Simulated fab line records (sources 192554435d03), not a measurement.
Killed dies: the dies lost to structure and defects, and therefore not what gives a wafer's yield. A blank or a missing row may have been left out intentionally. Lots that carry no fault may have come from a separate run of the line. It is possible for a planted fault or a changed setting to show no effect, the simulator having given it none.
Chamber matching    flow n5_finfet    N5_BEOL_M5_CO_CAP_78 on cvd_co-01: 3 sister chambers
The step material Co, precursor CCTBA/H2, target thk 2 nm, time 102.1 s. 14 wafers are shown with their chamber, then 7 later ones without.

EACH WAFER AND ITS CHAMBER
wafer   chamber  heater_power_w (W)  heater_power_outer_w (W)
L596.2  1        321                 146
L596.3  2        225                 115
L596.5  1        312                 145
L597.1  1        303                 145
L597.2  0        220                 122
L597.6  0        221                 121
L599.1  2        228                 115
L599.3  0        225                 125
L599.4  1        302                 147
L616.1  1        299                 145
L616.4  0        222                 122
L616.6  2        229                 118
L615.1  1        303                 147
L615.2  0        217                 125

SIGNATURES, as means of the wafers listed above
reading               chamber 0  chamber 1  chamber 2  scatter within a chamber
heater_power_w        221.00     306.67     227.33     5.91
heater_power_outer_w  123.00     145.83     116.00     1.5
Rule: a wafer lies at a distance from a chamber equal to the root of the sum of squares, over the readings, of (its reading less the chamber's mean, divided by the reading's scatter). The wafer belongs to the nearest chamber; if the next one is less than 2 further off, it can't be placed. How the scatter is found: for the shown wafers, subtract from each reading the mean of its chamber, square and add these, divide the total by (wafers less chambers), then take the root.

WAFERS WITHOUT THEIR CHAMBER
wafer   heater_power_w (W)  heater_power_outer_w (W)
L615.5  320                 147
L617.1  305                 148
L617.3  214                 120
L617.4  315                 152
L618.1  319                 149
L618.3  222                 121
L618.6  307                 147

WHICH CHAMBER EACH ONE RAN IN
wafer   from the rows above      in truth
L615.5  1                        1
L617.1  1                        1
L617.3  can't be placed: 0 or 2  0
L617.4  1                        1
L618.1  1                        1
L618.3  0                        0
L618.6  1                        1
Placed correctly: 6 of 7. Cannot be placed on the basis of these rows: 1; the candidates contain the true chamber in 1. 0 placed wrongly.
